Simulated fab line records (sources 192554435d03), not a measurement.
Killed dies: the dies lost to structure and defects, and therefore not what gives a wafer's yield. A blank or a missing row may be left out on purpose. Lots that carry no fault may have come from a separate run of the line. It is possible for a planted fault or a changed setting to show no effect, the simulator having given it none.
What tool caused it? ; flow n5Finfet ; 24 lots with 72 wafers sampled at 6 steps, on a route of 1938 steps

## WHAT THE GAUGES SHOWED, per wafer
N5_STI_FIN_REVEAL_FIN_H_MEAS_10. Usual: trenchDepthNm 51.8 nm, standard deviation 0.72.
lot;measured;on;trenchDepthNm (nm);flag
L074;day 2 17:20;ocd-01;52.2 52.2 52.5;
L075;day 2 19:55;ocd-01;51.6 51.3 51.3;
L076;day 3 02:30;ocd-01;50.7 51.2 50.8;
L077;day 3 08:49;ocd-02;50.8 51.8 52.9;
L078;day 3 14:10;ocd-01;52.0 50.6 51.0;
L079;day 3 20:45;ocd-01;51.8 50.2 50.5;
L080;day 4 02:36;ocd-02;51.2 50.1 50.4;
L081;day 4 08:06;ocd-02;52.6 51.4 51.9;
L082;day 4 12:18;ocd-01;52.9 52.8 51.1;
L083;day 4 21:37;ocd-02;51.9 51.8 51.5;
L084;day 5 02:40;ocd-01;51.2 51.1 51.3;
L085;day 5 13:30;ocd-01;52.2 53.0 51.9;
L086;day 5 20:20;ocd-01;53.3 51.1 52.3;
L087;day 6 00:51;ocd-01;52.1 51.9 52.6;
L088;day 6 05:31;ocd-01;52.9 51.7 52.3;
L089;day 6 09:23;ocd-02;51.6 51.7 52.1;
L090;day 6 14:11;ocd-01;52.0 52.2 51.2;
L091;day 6 20:08;ocd-02;51.9 53.0 52.6;
L092;day 7 01:15;ocd-02;51.0 50.9 52.1;
L093;day 7 10:16;ocd-02;51.6 51.3 51.6;
L094;day 7 15:13;ocd-02;52.2 52.3 51.9;
L095;day 7 21:42;ocd-01;52.1 52.0 51.6;
L096;day 8 01:59;ocd-01;53.3 52.1 51.8;
L097;day 8 11:16;ocd-01;52.7 50.6 52.5;

N5_DUMMY_GATE_OVL_MEAS_16. Usual: for GATE_OVL the level is 0.1 nm and the standard deviation is 0.54.
lot;measured;on;GATE_OVL (nm);flag
L074;day 3 01:58;overlay-01;0.7 -0.1 -0.2;
L075;day 3 04:34;overlay-02;-0.7 -0.2 -0.1;
L076;day 3 11:32;overlay-01;-0.5 -0.2 -0.2;
L077;day 3 17:26;overlay-02;-0.1 0.4 0.0;
L078;day 3 23:11;overlay-01;0.8 -0.8 0.4;
L079;day 4 05:22;overlay-02;0.4 -0.1 0.3;
L080;day 4 11:47;overlay-02;0.6 -1.2 0.3;
L081;day 4 16:46;overlay-02;-0.2 1.1 0.1;
L082;day 4 21:03;overlay-01;1.1 0.1 0.5;
L083;day 5 09:49;overlay-01;1.1 0.2 -0.2;
L084;day 5 15:35;overlay-01;0.5 -0.3 -0.2;
L085;day 6 01:09;overlay-01;-0.1 0.7 0.0;
L086;day 6 05:10;overlay-02;-0.7 -0.5 0.7;
L087;day 6 09:36;overlay-02;0.6 0.1 -0.5;
L088;day 6 16:14;overlay-01;-0.5 0.1 -0.4;
L089;day 6 18:01;overlay-02;0.9 -0.1 0.7;
L090;day 7 02:02;overlay-02;-0.3 0.1 -0.2;
L091;day 7 04:50;overlay-02;0.4 0.1 0.6;
L092;day 7 13:50;overlay-01;-0.5 -0.5 0.3;
L093;day 7 18:54;overlay-01;0.5 -0.4 0.8;
L094;day 8 00:13;overlay-02;1.1 0.0 -0.6;
L095;day 8 06:26;overlay-02;0.5 -0.5 0.0;
L096;day 8 10:52;overlay-01;0.4 -0.8 -0.3;
L097;day 8 21:52;overlay-01;-0.5 0.8 -0.5;

N5_DUMMY_GATE_CD_MEAS_24 targets a cd of 15 nm. Usual: cdNm 15.0 nm, standard deviation 0.4.
lot;measured;on;cdNm (nm);flag
L074;day 3 02:55;cdSem-03;15.1 14.9 15.5;
L075;day 3 05:35;cdSem-03;14.8 15.7 15.9;
L076;day 3 12:29;cdSem-01;14.7 14.1 15.1;
L077;day 3 18:25;cdSem-01;15.7 15.7 15.4;
L078;day 4 00:20;cdSem-01;15.6 15.3 15.8;
L079;day 4 06:22;cdSem-03;15.3 15.2 15.1;
L080;day 4 12:45;cdSem-01;15.0 14.7 14.6;
L081;day 4 17:43;cdSem-02;15.2 14.6 15.3;
L082;day 4 22:08;cdSem-02;14.6 15.0 14.2;
L083;day 5 10:47;cdSem-03;15.2 14.9 14.7;
L084;day 5 16:47;cdSem-02;15.3 14.7 14.9;
L085;day 6 02:08;cdSem-02;14.9 14.6 14.7;
L086;day 6 06:13;cdSem-01;15.2 15.4 15.0;
L087;day 6 10:38;cdSem-01;15.5 16.0 15.3;
L088;day 6 17:36;cdSem-02;15.7 15.0 15.8;
L089;day 6 19:19;cdSem-01;15.4 14.6 15.1;
L090;day 7 03:04;cdSem-02;15.2 14.8 15.2;
L091;day 7 06:05;cdSem-01;14.5 15.5 15.4;
L092;day 7 14:52;cdSem-01;15.1 14.7 14.4;
L093;day 7 19:52;cdSem-03;14.3 15.6 14.8;
L094;day 8 01:13;cdSem-01;15.4 15.5 14.9;
L095;day 8 07:44;cdSem-02;15.1 14.8 14.5;
L096;day 8 11:49;cdSem-02;15.4 15.5 14.9;
L097;day 8 22:55;cdSem-03;14.9 15.7 14.9;

## EACH LOT AND THE TOOL THAT RAN IT (in order: tool; ch and the chambers of the sampled wafers; start)
lot;N5_STI_FIN_REVEAL_RECESS_09;N5_STI_FIN_REVEAL_OXIDATION_33;N5_DUMMY_GATE_ETCH_32
L074;vaporEtch-01 ch 0,1, day 2 15:10;plasmaAsher-01 ch 0,1, day 2 17:09;rieSi-03 ch 1,2, day 3 02:42
L075;vaporEtch-01 ch 0,1, day 2 17:11;plasmaAsher-02 ch 1, day 2 19:44;rieSi-03 ch 0,1,2, day 3 05:23
L076;vaporEtch-01 ch 0,1, day 3 00:19;plasmaAsher-02 ch 0,1, day 3 02:19;rieSi-04 ch 0,2, day 3 12:17
L077;vaporEtch-02 ch 0,1, day 3 06:07;plasmaAsher-01 ch 0,1, day 3 08:37;rieSi-04 ch 2,3, day 3 18:13
L078;vaporEtch-02 ch 0,1, day 3 11:57;plasmaAsher-02 ch 0,1, day 3 13:59;rieSi-04 ch 2,3, day 4 00:08
L079;vaporEtch-02 ch 0,1, day 3 17:35;plasmaAsher-02 ch 0,1, day 3 20:31;rieSi-04 ch 0,2,3, day 4 06:10
L080;vaporEtch-02 ch 0,1, day 3 23:53;plasmaAsher-01 ch 0,1, day 4 02:24;rieSi-04 ch 0,2,3, day 4 12:32
L081;vaporEtch-01 ch 0, day 4 04:52;plasmaAsher-02 ch 0, day 4 07:55;rieSi-03 ch 0,2,3, day 4 17:31
L082;vaporEtch-02 ch 0,1, day 4 09:34;plasmaAsher-01 ch 0,1, day 4 12:07;rieSi-02 ch 0,2,3, day 4 21:56
L083;vaporEtch-01 ch 0,1, day 4 18:52;plasmaAsher-02 ch 0,1, day 4 21:25;rieSi-02 ch 0,1,2, day 5 10:35
L084;vaporEtch-01 ch 0,1, day 4 23:50;plasmaAsher-01 ch 0,1, day 5 02:23;rieSi-04 ch 1,2,3, day 5 16:35
L085;vaporEtch-02 ch 0,1, day 5 10:31;plasmaAsher-01 ch 0,1, day 5 13:18;rieSi-02 ch 0,1,2, day 6 01:56
L086;vaporEtch-01 ch 0,1, day 5 17:53;plasmaAsher-02 ch 0,1, day 5 20:09;rieSi-02 ch 0,1,2, day 6 06:01
L087;vaporEtch-01 ch 1, day 5 21:51;plasmaAsher-01 ch 0, day 6 00:37;rieSi-02 ch 0,2,3, day 6 10:26
L088;vaporEtch-02 ch 0,1, day 6 02:33;plasmaAsher-01 ch 0,1, day 6 05:19;rieSi-02 ch 0,1,2, day 6 17:24
L089;vaporEtch-01 ch 0,1, day 6 06:41;plasmaAsher-02 ch 0,1, day 6 09:11;rieSi-02 ch 1,2,3, day 6 19:07
L090;vaporEtch-01 ch 0,1, day 6 11:14;plasmaAsher-02 ch 0,1, day 6 13:59;rieSi-03 ch 0,1,2, day 7 02:52
L091;vaporEtch-02 ch 0,1, day 6 17:43;plasmaAsher-02 ch 0,1, day 6 19:58;rieSi-03 ch 0,2,3, day 7 05:52
L092;vaporEtch-01 ch 0,1, day 6 23:05;plasmaAsher-02 ch 0,1, day 7 01:04;rieSi-04 ch 0,1,3, day 7 14:39
L093;vaporEtch-02 ch 0,1, day 7 07:33;plasmaAsher-02 ch 0,1, day 7 10:04;rieSi-04 ch 1,2,3, day 7 19:40
L094;vaporEtch-01 ch 0,1, day 7 12:31;plasmaAsher-01 ch 0,1, day 7 15:01;rieSi-02 ch 0,1,3, day 8 01:01
L095;vaporEtch-01 ch 0,1, day 7 19:00;plasmaAsher-02 ch 0,1, day 7 21:31;rieSi-03 ch 0,2,3, day 8 07:32
L096;vaporEtch-02 ch 0,1, day 7 23:48;plasmaAsher-01 ch 0,1, day 8 01:48;rieSi-02 ch 0,2,3, day 8 11:37
L097;vaporEtch-02 ch 1, day 8 08:32;plasmaAsher-02 ch 0,1, day 8 11:04;rieSi-03 ch 0,1,2, day 8 22:43
- N5_STI_FIN_REVEAL_RECESS_09: chemistry HF/NH3, target SiO2, afs cycles 11, target depth 42.5 nm, sublimation time 60 s.
- N5_STI_FIN_REVEAL_OXIDATION_33: chemistry O2 PLASMA REMOTE, time 20 s.
- N5_DUMMY_GATE_ETCH_32: etches SiO2 in CF4, target depth 3.5 nm, time 3.9 s.

## WHAT THE TOOLS THEMSELVES READ (means of the sampled wafers that have a number; where no wafer has one, the mark that the record gives instead)
N5_STI_FIN_REVEAL_RECESS_09. Usual: drypumpMotorCurrentA 5.6 A, standard deviation 0.48.
lot;tool;drypumpMotorCurrentA (A);flag
L074;vaporEtch-01;5.9;
L075;vaporEtch-01;5.6;
L076;vaporEtch-01;5.6;
L077;vaporEtch-02;5.5;
L078;vaporEtch-02;5.5;
L079;vaporEtch-02;5.4;
L080;vaporEtch-02;5.5;
L081;vaporEtch-01;5.2;
L082;vaporEtch-02;5.4;
L083;vaporEtch-01;5.9;
L084;vaporEtch-01;5.9;
L085;vaporEtch-02;5.3;
L086;vaporEtch-01;5.6;
L087;vaporEtch-01;6.3;
L088;vaporEtch-02;5.4;
L089;vaporEtch-01;5.6;
L090;vaporEtch-01;5.9;
L091;vaporEtch-02;5.4;
L092;vaporEtch-01;5.9;
L093;vaporEtch-02;5.4;
L094;vaporEtch-01;5.9;
L095;vaporEtch-01;5.6;
L096;vaporEtch-02;5.3;
L097;vaporEtch-02;5.7;

N5_STI_FIN_REVEAL_OXIDATION_33. Usual: chamberPressureMTorr 999.9 mTorr, standard deviation 0.91; drypumpMotorCurrentA 5.7 A, standard deviation 0.55; heaterPowerW 141 W, standard deviation 3.6.
lot;tool;chamberPressureMTorr (mTorr);drypumpMotorCurrentA (A);heaterPowerW (W);flag
L074;plasmaAsher-01;999.5;5.5;139;
L075;plasmaAsher-02;1000.1;5.3;143;
L076;plasmaAsher-02;1000.6;5.7;142;
L077;plasmaAsher-01;1000.0;5.5;136;
L078;plasmaAsher-02;1000.6;6.0;144;
L079;plasmaAsher-02;999.1;6.0;145;
L080;plasmaAsher-01;1000.8;5.3;139;
L081;plasmaAsher-02;999.7;6.4;145;
L082;plasmaAsher-01;999.8;5.5;137;
L083;plasmaAsher-02;1000.0;5.7;146;
L084;plasmaAsher-01;999.6;5.5;137;
L085;plasmaAsher-01;999.1;5.5;138;
L086;plasmaAsher-02;999.4;5.7;144;
L087;plasmaAsher-01;998.8;5.0;138;
L088;plasmaAsher-01;999.6;5.3;140;
L089;plasmaAsher-02;999.4;5.6;147;
L090;plasmaAsher-02;999.5;5.7;143;
L091;plasmaAsher-02;1000.1;5.7;147;
L092;plasmaAsher-02;999.9;5.7;142;
L093;plasmaAsher-02;999.3;6.0;143;
L094;plasmaAsher-01;1001.0;5.5;139;
L095;plasmaAsher-02;1000.3;5.7;142;
L096;plasmaAsher-01;1000.1;5.3;138;
L097;plasmaAsher-02;999.9;5.7;144;

N5_DUMMY_GATE_ETCH_32. Usual: chamberPressureMTorr 10.000 mTorr, standard deviation 0.009; drypumpMotorCurrentA 5.93 A, standard deviation 0.29; oesProductAu 0.988 a.u., standard deviation 0.021; throttleValvePct 21.87 %, standard deviation 0.26.
lot;tool;chamberPressureMTorr (mTorr);drypumpMotorCurrentA (A);oesProductAu (a.u.);throttleValvePct (%);flag
L074;rieSi-03;9.998;5.53;0.988;21.90;
L075;rieSi-03;10.001;5.69;0.994;21.68;
L076;rieSi-04;10.006;5.80;0.981;22.00;
L077;rieSi-04;10.005;5.71;0.988;22.12;
L078;rieSi-04;9.994;5.61;0.993;22.06;
L079;rieSi-04;10.003;5.90;0.986;22.08;
L080;rieSi-04;10.002;5.90;0.986;22.08;
L081;rieSi-03;10.006;5.85;0.989;21.70;
L082;rieSi-02;10.002;6.16;0.976;21.77;
L083;rieSi-02;10.008;6.11;0.987;21.95;
L084;rieSi-04;10.000;5.77;0.996;22.01;
L085;rieSi-02;10.005;6.10;0.982;21.95;
L086;rieSi-02;10.002;6.11;0.991;21.95;
L087;rieSi-02;10.004;6.16;0.983;21.78;
L088;rieSi-02;10.003;6.11;0.991;21.94;
L089;rieSi-02;9.997;6.03;0.987;21.78;
L090;rieSi-03;10.009;5.67;0.999;21.68;
L091;rieSi-03;9.999;5.86;0.997;21.70;
L092;rieSi-04;10.002;6.07;0.993;22.00;
L093;rieSi-04;9.994;5.78;0.991;22.00;
L094;rieSi-02;9.992;6.21;0.971;21.74;
L095;rieSi-03;10.002;5.87;0.996;21.69;
L096;rieSi-02;9.997;6.15;0.974;21.78;
L097;rieSi-03;9.989;5.70;0.992;21.68;

## THE ANSWER, worked out from the rows above alone
Rule: a lot counts as off when the mean over its wafers that have a number is more than 3 standard deviations away from the usual mean. A lot without any number at a reading at which 4 lots or more have one is off too. Any other lot the step has rows for is counted as sound. First the gauges in route order, then the tools' own readings, where a lot's mean is used as printed above. The first step at which some lot is off is used, and at that step the reading that is off furthest; a lot without a number counts as furthest.
No lot is off on any of the readings shown, so nothing can be concluded from this.

## WHAT THE SIMULATOR PUT IN
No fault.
